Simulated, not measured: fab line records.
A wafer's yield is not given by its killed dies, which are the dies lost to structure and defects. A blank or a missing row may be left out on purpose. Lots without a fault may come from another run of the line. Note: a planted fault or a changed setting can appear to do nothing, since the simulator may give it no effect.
fab line records ; flow n5_finfet
record lots=11; wafers=33; last_day=17
route steps=1938 shown BEOL_M3@941 BEOL_M4@1111 TV_LITHO@1884 PASSIVATION@1906
lots untouched by any fault: they come from a run of this same line in which no faults occurred
start_h: the number of hours between the record's first day and the start of the first shown wafer of the lot ; wait_h: time in hours since the lot's previous step ; " repeats the value in the row above ; L1.1+2: several wafers, shown together as one row ; - either no value or no given start ; * or withheld: withheld ; < > ~ a bound
route shown NAME@n: names a module that has steps shown in the file, with the first one's number in the route ; usual: mean/standard deviation of fault-free wafers ; same: alike in all rows ; chamber/n: place in a boat ; sites: readings site by site ; _std_site: standard deviation of those values ; _edge_site: the outer-site mean with the inner-site mean subtracted ; radius_mm: how far each site lies from the wafer's centre ; mask NAME#n: copy n ; behind: the most recent tool/chamber to have shaped the wafer ; hold: why the lot went on hold/how many hours it stayed there/how the hold came to an end ; device: names the non-switching transistor (n, p or np) ; end of line: the same wafers' tests at the end of the route ; for a step that has no rows: nothing shown but its recipe ; killed: not the wafer's yield, but the dies lost to structure and defects at the first sort ; map: dies across one wafer; x = killed, . = not, _ = none there
set.NAME: the setting the step ran with; set.NAME@STEP: the setting that earlier step ran with ; model.NAME: the simulator's own value behind a step, which no gauge read
steps of the route over a sample of lots; a table a step, a row a wafer
services: when a tool's chamber went out of use (start_h, in hours from the record's first day, below 0 if earlier), for how many hours, and the reason
## steps
# step N5_BEOL_M3_EXPOSE_08
# recipe mask_id=M3; na=0.33; source_shape=dipole; sigma_inner=0.369; sigma_outer=0.767; polarization=unpolarized; dose_mj=33
lot.wafer;tool;chamber;start_h;wait_h;mask
L754.1+3+5;euv_scanner-02;0;140.05;-;M3#0
L755.3+5+6;euv_scanner-02;0;155.05;-;M3#0
L757.1+4+6;euv_scanner-02;0;159.66;-;M3#0
L756.1+4+5;euv_scanner-02;0;169.83;-;M3#0
L758.1+2+3;euv_scanner-02;0;171.19;-;M3#0
L759.2+3+5;euv_scanner-02;0;172.61;-;M3#0
L760.1+2+6;euv_scanner-02;0;174.88;-;M3#0
L771.1+2+5;euv_scanner-01;0;262.47;-;M3#0
L774.2+3+5;euv_scanner-01;0;270.80;-;M3#0
L775.2+4+6;euv_scanner-01;0;277.89;-;M3#0
L776.1+2+6;euv_scanner-01;0;281.13;-;M3#0
# step N5_BEOL_M4_RC_MEAS_101
# usual DIBL_N=36.3/1.2; DIBL_P=36.7/1.5; IOFF_N=0.164/0.02; IOFF_P=0.214/0.024; ION_N=673/8.5; ION_P=461/5.9; SS_N=71.6/0.44; SS_P=73.3/0.55; VT_N=249.4/2.4; VT_P=-250.0/2.3
lot.wafer;tool;chamber;start_h;wait_h;DIBL_N[mV/V];DIBL_P[mV/V];IOFF_N[nA/um];IOFF_P[nA/um];ION_N[uA/um];ION_P[uA/um];SS_N[mV/dec];SS_P[mV/dec];VT_N[mV];VT_P[mV]
L754.1;prober-01;0;158.09;0.0;36.3;35.8;0.162;0.194;674;458;71.9;73.4;249.4;-251.8
L754.3;prober-01;0;158.09;0.0;35.6;34.9;0.149;0.182;654;449;71.7;73.3;250.6;-255.3
L754.5;prober-01;0;158.09;0.0;36.4;35.2;0.160;0.188;655;453;71.4;74.0;249.2;-251.0
L755.3;prober-02;0;172.04;0.3;36.6;35.3;0.157;0.211;666;463;71.3;72.8;249.4;-248.3
L755.5;prober-02;0;172.04;0.3;36.5;34.2;0.150;0.201;667;459;72.1;73.1;252.6;-251.7
L755.6;prober-02;0;172.04;0.3;37.0;35.8;0.172;0.227;672;464;71.7;73.0;248.8;-248.0
L757.1;prober-02;0;174.60;0.0;37.0;37.7;0.187;0.214;688;461;72.5;73.3;246.9;-248.0
L757.4;prober-02;0;174.60;0.0;35.4;36.0;0.150;0.183;673;456;71.9;73.1;251.1;-253.8
L757.6;prober-02;0;174.60;0.0;34.7;35.2;0.138;0.173;665;456;71.7;72.8;250.6;-253.1
L758.1;prober-01;0;188.99;0.0;36.0;36.0;0.149;0.187;658;446;71.7;73.1;253.4;-250.9
L758.2;prober-01;0;188.99;0.0;36.0;35.6;0.144;0.178;661;452;71.4;73.0;253.4;-251.6
L758.3;prober-01;0;188.99;0.0;36.9;37.8;0.173;0.210;673;458;72.4;73.6;250.8;-251.3
L756.1;prober-01;0;194.75;0.0;35.1;36.3;0.140;0.184;657;452;71.0;72.7;250.2;-253.4
L756.4;prober-01;0;194.75;0.0;34.0;34.5;0.123;0.166;662;454;71.6;72.7;251.7;-255.6
L756.5;prober-01;0;194.75;0.0;35.6;37.5;0.162;0.199;678;459;71.6;73.4;249.5;-253.3
L760.1;prober-01;0;203.66;0.0;36.4;36.7;0.144;0.225;652;459;70.8;73.0;252.7;-248.0
L760.2;prober-01;0;203.66;0.0;33.3;33.2;0.112;0.173;676;465;70.8;71.9;254.2;-249.8
L760.6;prober-01;0;203.66;0.0;35.5;35.5;0.134;0.205;669;464;71.2;72.8;252.9;-250.0
L759.2;prober-01;0;205.67;0.2;37.4;37.3;0.179;0.263;691;480;71.8;73.7;247.9;-244.0
L759.3;prober-01;0;205.67;0.2;37.9;38.3;0.193;0.274;672;466;72.1;74.0;243.3;-242.7
L759.5;prober-01;0;205.67;0.2;36.1;36.5;0.152;0.238;689;474;71.8;73.6;246.9;-246.4
L771.1;prober-02;0;282.84;0.0;35.7;36.6;0.176;0.214;678;460;71.9;73.4;248.0;-253.1
L771.2;prober-02;0;282.84;0.0;35.6;36.9;0.173;0.209;675;461;72.3;73.1;249.2;-250.9
L771.5;prober-02;0;282.84;0.0;35.6;36.2;0.174;0.202;682;459;72.5;73.6;247.9;-251.1
L774.2;prober-02;0;286.32;0.2;38.6;37.3;0.201;0.240;679;465;71.2;73.5;245.6;-246.5
L774.3;prober-02;0;286.32;0.2;36.9;36.2;0.162;0.213;664;454;70.9;73.0;249.2;-248.0
L774.5;prober-02;0;286.32;0.2;39.0;37.4;0.196;0.229;666;460;71.8;73.7;246.6;-249.1
L775.2;prober-01;0;300.19;0.2;36.0;36.4;0.163;0.219;675;461;71.3;73.2;246.9;-248.3
L775.4;prober-01;0;300.19;0.2;37.5;38.9;0.194;0.256;671;460;71.9;73.7;245.0;-248.7
L775.6;prober-01;0;300.19;0.2;36.9;38.2;0.180;0.244;674;465;71.4;73.9;247.3;-248.9
L776.1;prober-02;0;302.79;0.0;38.4;38.8;0.186;0.236;677;466;71.4;73.5;249.3;-249.4
L776.2;prober-02;0;302.79;0.0;39.1;39.1;0.205;0.240;685;467;72.2;73.5;246.7;-248.1
L776.6;prober-02;0;302.79;0.0;37.7;37.5;0.175;0.207;684;463;71.6;72.5;248.6;-252.9
# step N5_PASSIVATION_OVL_MEAS_60
# recipe points_per_wafer=44
# usual TV_OVL=0/4.9
lot.wafer;tool;chamber;start_h;wait_h;TV_OVL[nm]
L754.1;overlay-02;0;237.29;0.0;-6
L754.3;overlay-02;0;237.29;0.0;-7
L754.5;overlay-02;0;237.29;0.0;-4
L757.1;overlay-02;0;261.08;0.0;1
L757.4;overlay-02;0;261.08;0.0;-5
L757.6;overlay-02;0;261.08;0.0;5
L758.1;overlay-01;0;277.00;0.0;2
L758.2;overlay-01;0;277.00;0.0;1
L758.3;overlay-01;0;277.00;0.0;5
L755.3;overlay-01;0;277.24;0.0;2
L755.5;overlay-01;0;277.24;0.0;9
L755.6;overlay-01;0;277.24;0.0;7
L756.1;overlay-02;0;291.35;0.0;-7
L756.4;overlay-02;0;291.35;0.0;1
L756.5;overlay-02;0;291.35;0.0;5
L760.1;overlay-02;0;298.22;0.0;-6
L760.2;overlay-02;0;298.22;0.0;-3
L760.6;overlay-02;0;298.22;0.0;-5
L759.2;overlay-01;0;303.03;0.0;0
L759.3;overlay-01;0;303.03;0.0;-6
L759.5;overlay-01;0;303.03;0.0;0
L771.1;overlay-02;0;377.19;0.0;-9
L771.2;overlay-02;0;377.19;0.0;-13
L771.5;overlay-02;0;377.19;0.0;-8
L774.2;overlay-02;0;390.27;0.0;6
L774.3;overlay-02;0;390.27;0.0;1
L774.5;overlay-02;0;390.27;0.0;3
L775.2;overlay-02;0;403.03;0.0;2
L775.4;overlay-02;0;403.03;0.0;-4
L775.6;overlay-02;0;403.03;0.0;-8
L776.1;overlay-02;0;403.63;0.0;4
L776.2;overlay-02;0;403.63;0.0;2
L776.6;overlay-02;0;403.63;0.0;0
# step N5_PASSIVATION_OVL_MEAS_63
# recipe points_per_wafer=44
# usual PAD_OVL=-3/6.4
lot.wafer;tool;chamber;start_h;wait_h;PAD_OVL[nm]
L754.1;overlay-02;0;238.61;0.0;-12
L754.3;overlay-02;0;238.61;0.0;-11
L754.5;overlay-02;0;238.61;0.0;-4
L757.1;overlay-02;0;263.13;0.0;-8
L757.4;overlay-02;0;263.13;0.0;-1
L757.6;overlay-02;0;263.13;0.0;2
L758.1;overlay-02;0;278.52;0.0;4
L758.2;overlay-02;0;278.52;0.0;-2
L758.3;overlay-02;0;278.52;0.0;-6
L755.3;overlay-01;0;280.35;0.0;-13
L755.5;overlay-01;0;280.35;0.0;-12
L755.6;overlay-01;0;280.35;0.0;-13
L756.1;overlay-01;0;294.21;0.0;9
L756.4;overlay-01;0;294.21;0.0;5
L756.5;overlay-01;0;294.21;0.0;10
L760.1;overlay-02;0;299.84;0.0;-4
L760.2;overlay-02;0;299.84;0.0;6
L760.6;overlay-02;0;299.84;0.0;0
L759.2;overlay-01;0;305.92;0.0;-5
L759.3;overlay-01;0;305.92;0.0;-4
L759.5;overlay-01;0;305.92;0.0;-7
L771.1;overlay-01;0;378.86;0.0;-14
L771.2;overlay-01;0;378.86;0.0;-5
L771.5;overlay-01;0;378.86;0.0;-9
L774.2;overlay-01;0;391.75;0.0;8
L774.3;overlay-01;0;391.75;0.0;2
L774.5;overlay-01;0;391.75;0.0;3
L775.2;overlay-02;0;404.74;0.0;4
L775.4;overlay-02;0;404.74;0.0;2
L775.6;overlay-02;0;404.74;0.0;3
L776.1;overlay-02;0;405.07;0.0;-5
L776.2;overlay-02;0;405.07;0.0;-1
L776.6;overlay-02;0;405.07;0.0;2
# step N5_PASSIVATION_CD_MEAS_44
# recipe target_cd_nm=40000; landing_energy_ev=500; detector=se_inlens
# usual cd_nm=40001/2.7
lot.wafer;tool;chamber;start_h;wait_h;cd_nm
L754.1;cd_sem-03;0;240.34;-;40002
L754.3;cd_sem-03;0;240.34;-;40005
L754.5;cd_sem-03;0;240.34;-;40002
L757.1;cd_sem-03;0;264.84;-;40000
L757.4;cd_sem-03;0;264.84;-;39996
L757.6;cd_sem-03;0;264.84;-;40000
L758.1;cd_sem-01;0;280.43;-;39998
L758.2;cd_sem-01;0;280.43;-;40000
L758.3;cd_sem-01;0;280.43;-;40003
L755.3;cd_sem-02;0;282.83;-;40002
L755.5;cd_sem-02;0;282.83;-;40001
L755.6;cd_sem-02;0;282.83;-;40002
L756.1;cd_sem-03;0;296.13;-;40000
L756.4;cd_sem-03;0;296.13;-;40005
L756.5;cd_sem-03;0;296.13;-;40001
L760.1;cd_sem-02;0;302.25;-;40006
L760.2;cd_sem-02;0;302.25;-;40006
L760.6;cd_sem-02;0;302.25;-;40001
L759.2;cd_sem-03;0;307.91;-;39998
L759.3;cd_sem-03;0;307.91;-;40000
L759.5;cd_sem-03;0;307.91;-;40000
L771.1;cd_sem-01;0;380.56;-;40001
L771.2;cd_sem-01;0;380.56;-;39999
L771.5;cd_sem-01;0;380.56;-;40001
L774.2;cd_sem-03;0;393.83;-;39999
L774.3;cd_sem-03;0;393.83;-;40002
L774.5;cd_sem-03;0;393.83;-;40003
L775.2;cd_sem-01;0;406.71;-;39997
L775.4;cd_sem-01;0;406.71;-;39996
L775.6;cd_sem-01;0;406.71;-;39994
L776.1;cd_sem-01;0;407.56;-;40000
L776.2;cd_sem-01;0;407.56;-;39999
L776.6;cd_sem-01;0;407.56;-;39995
# step N5_PASSIVATION_PROBE_49
# usual defect_limited_yield=91.2/1.5; killed_at_M0_to_M3=35/11; killed_at_M4_up=13/5.6; killed_at_contacts=13/6.3; killed_at_front_end=38/12; killed_at_other=3.7/2.9; killed_dies=104/18; killed_on_rim=14/3.8; killed_open=69/13; killed_short=34/8.3; sort_bin_5_function=5.2/0.95; sort_bin_6_memory=3.3/0.68; sort_n_pass=1076/18; sort_yield_pct=91.2/1.5
# same gross_dies=1180; killed_at_back_side=0; sort_bin_4_leakage[%]=0; sort_bin_8_speed[%]=0
lot.wafer;tool;chamber;start_h;wait_h;defect_limited_yield[%];killed_at_M0_to_M3;killed_at_M4_up;killed_at_contacts;killed_at_front_end;killed_at_other;killed_dies;killed_on_rim;killed_open;killed_short;sort_bin_5_function[%];sort_bin_6_memory[%];sort_n_pass;sort_yield_pct[%]
L760.1;prober-01;-;305.57;0.0;76.4;202;13;11;43;10;279;45;77;29;14.2;9.2;901;76.4
L760.2;prober-01;-;305.62;0.1;77.7;208;15;10;21;9;263;32;65;24;12.8;8.7;917;77.7
L760.6;prober-01;-;305.82;0.3;85.3;128;13;5;22;5;173;20;52;25;8.9;5.2;1007;85.3
L759.2;prober-01;-;311.56;0.1;78.5;190;17;10;33;4;254;32;62;26;12.6;7.7;926;78.5
L759.3;prober-01;-;311.61;0.1;91.0;42;12;21;29;2;106;12;63;31;5.6;3.2;1074;91.0
L759.5;prober-01;-;311.71;0.2;89.4;91;8;16;9;1;125;19;49;23;6.0;4.0;1055;89.4
L774.2;prober-02;-;397.98;0.6;88.6;45;9;15;64;1;134;15;74;60;7.4;3.5;1046;88.6
L774.3;prober-02;-;398.03;0.7;90.4;33;7;11;62;0;113;11;69;43;5.2;3.8;1067;90.4
L774.5;prober-02;-;398.13;0.8;91.6;31;11;12;42;3;99;15;63;36;5.6;2.5;1081;91.6
# killed by level:class
L760.1 BEOL_M3:area_expose=171 STI_FIN_REVEAL:geometric_particle:open=11 MOL_CONTACT_COAG:geometric_particle:open=10 FIN_SAQP:geometric_particle:short=8 BEOL_M0_SAQP:geometric_particle:short=6 BEOL_M7:geometric_particle:open=6 BEOL_M0_SAQP:geometric_particle:open=5 BEOL_M3:geometric_particle:open=5
L760.2 BEOL_M3:area_expose=170 BEOL_M0:geometric_particle:open=10 BEOL_M0_SAQP:geometric_particle:open=9 MOL_CONTACT_COAG:geometric_particle:open=7 BEOL_M1:geometric_particle:open=7 BEOL_M8:geometric_particle:open=4 BEOL_M4:geometric_particle:open=4 STARTING-WAFER:geometric_particle:open=4
L760.6 BEOL_M3:area_expose=92 BEOL_M0_SAQP:geometric_particle:short=7 BEOL_M0:geometric_particle:open=6 BEOL_M2:geometric_particle:open=6 BEOL_M3:geometric_particle:open=5 MOL_CONTACT_COAG:geometric_particle:open=4 BEOL_M0_SAQP:geometric_particle:open=4 BEOL_M7:geometric_particle:open=4
L759.2 BEOL_M3:area_expose=159 FIN_SAQP:geometric_particle:open=9 BEOL_M1:geometric_particle:open=7 BEOL_M4:geometric_particle:open=7 MOL_CONTACT_COAG:geometric_particle:open=6 BEOL_M0_SAQP:geometric_particle:open=6 STI_FIN_REVEAL:geometric_particle:open=5 BEOL_M0_SAQP:geometric_particle:short=5
L759.3 MOL_CONTACT_COAG:geometric_particle:open=16 BEOL_M0_SAQP:geometric_particle:short=11 BEOL_M3:area_expose=9 BEOL_M0_SAQP:geometric_particle:open=8 STI_FIN_REVEAL:geometric_particle:open=7 FIN_SAQP:geometric_particle:open=5 MOL_CONTACT_COAG:geometric_particle:short=5 GATE_CUT:geometric_particle:short=4
L759.5 BEOL_M3:area_expose=48 MOL_CONTACT_COAG:geometric_particle:open=13 BEOL_M0_SAQP:geometric_particle:open=11 BEOL_M0_SAQP:geometric_particle:short=10 BEOL_M3:geometric_particle:open=8 BEOL_M1:geometric_particle:open=4 MOL_CONTACT_COAG:geometric_particle:short=3 BEOL_M2:geometric_particle:open=3
L774.2 FIN_SAQP:geometric_particle:short=18 FIN_SAQP:geometric_particle:open=15 BEOL_M0_SAQP:geometric_particle:short=13 STI_FIN_REVEAL:geometric_particle:open=12 MOL_CONTACT_COAG:geometric_particle:open=12 BEOL_M0_SAQP:geometric_particle:open=11 BEOL_M0:geometric_particle:short=8 BEOL_M4:geometric_particle:open=7
L774.3 FIN_SAQP:geometric_particle:short=20 FIN_SAQP:geometric_particle:open=18 STI_FIN_REVEAL:geometric_particle:open=14 BEOL_M0_SAQP:geometric_particle:short=12 MOL_CONTACT_COAG:geometric_particle:open=9 BEOL_M0_SAQP:geometric_particle:open=9 BEOL_M3:geometric_particle:open=4 GATE_CUT:geometric_particle:open=3
L774.5 STI_FIN_REVEAL:geometric_particle:open=13 MOL_CONTACT_COAG:geometric_particle:open=12 BEOL_M0_SAQP:geometric_particle:short=9 FIN_SAQP:geometric_particle:short=7 BEOL_M0_SAQP:geometric_particle:open=7 BEOL_M4:geometric_particle:open=6 BEOL_M2:geometric_particle:open=5 FIN_SAQP:geometric_particle:open=4
## services
tool;chamber;start_h;hours;kind
euv_scanner-01;-;123.21;0.5;repair
euv_scanner-02;-;133.33;5.8;pm
euv_scanner-01;-;139.11;1.0;pm
euv_scanner-02;-;156.67;1.0;pm
euv_scanner-01;-;165.30;17.3;pm
euv_scanner-01;-;182.60;5.8;pm
euv_scanner-02;-;185.16;12.4;repair
euv_scanner-01;-;197.55;1.0;pm
euv_scanner-02;0;209.13;-;calibration
euv_scanner-02;-;212.82;1.0;pm
euv_scanner-02;-;222.28;11.9;repair
euv_scanner-01;-;242.39;0.2;repair
euv_scanner-01;-;246.73;1.0;pm
euv_scanner-02;-;250.81;4.6;pm
euv_scanner-02;-;263.35;0.5;repair
euv_scanner-01;0;263.93;-;calibration
euv_scanner-02;-;270.79;1.0;pm
euv_scanner-01;-;273.25;0.2;repair
## key
first_sign step=N5_PASSIVATION_PROBE_49; reading=killed_at_M0_to_M3; direction=up; sigmas=9.7; usual=35; struck=144; wafers_moved=5
effect step=N5_PASSIVATION_PROBE_49; reading=killed_dies; direction=up; sigmas=5.4; usual=104; struck=200; wafers_moved=5
more_kills_born_at N5_BEOL_M3_EXPOSE_08@euv_scanner-02=649
met_at N5_BEOL_M3_EXPOSE_08
struck_lots L759,L760
loop_trim step=N5_BEOL_M3_EXPOSE_08; setting=dose; lots=L760
not_acting_at N5_PASSIVATION_OVL_MEAS_60,N5_PASSIVATION_OVL_MEAS_63,N5_PASSIVATION_CD_MEAS_44
onset_between 171.19 172.61
fault kind=process_parameter_drift; tool=euv_scanner-02; chamber=-; onset_h=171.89; steps=N5_BEOL_M3_EXPOSE_08; channel=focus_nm; offset=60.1; spread_by_wafer=0.3; shape=step; end_h=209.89
# loop_trim: a control loop set the setting to another value than it would have without faults
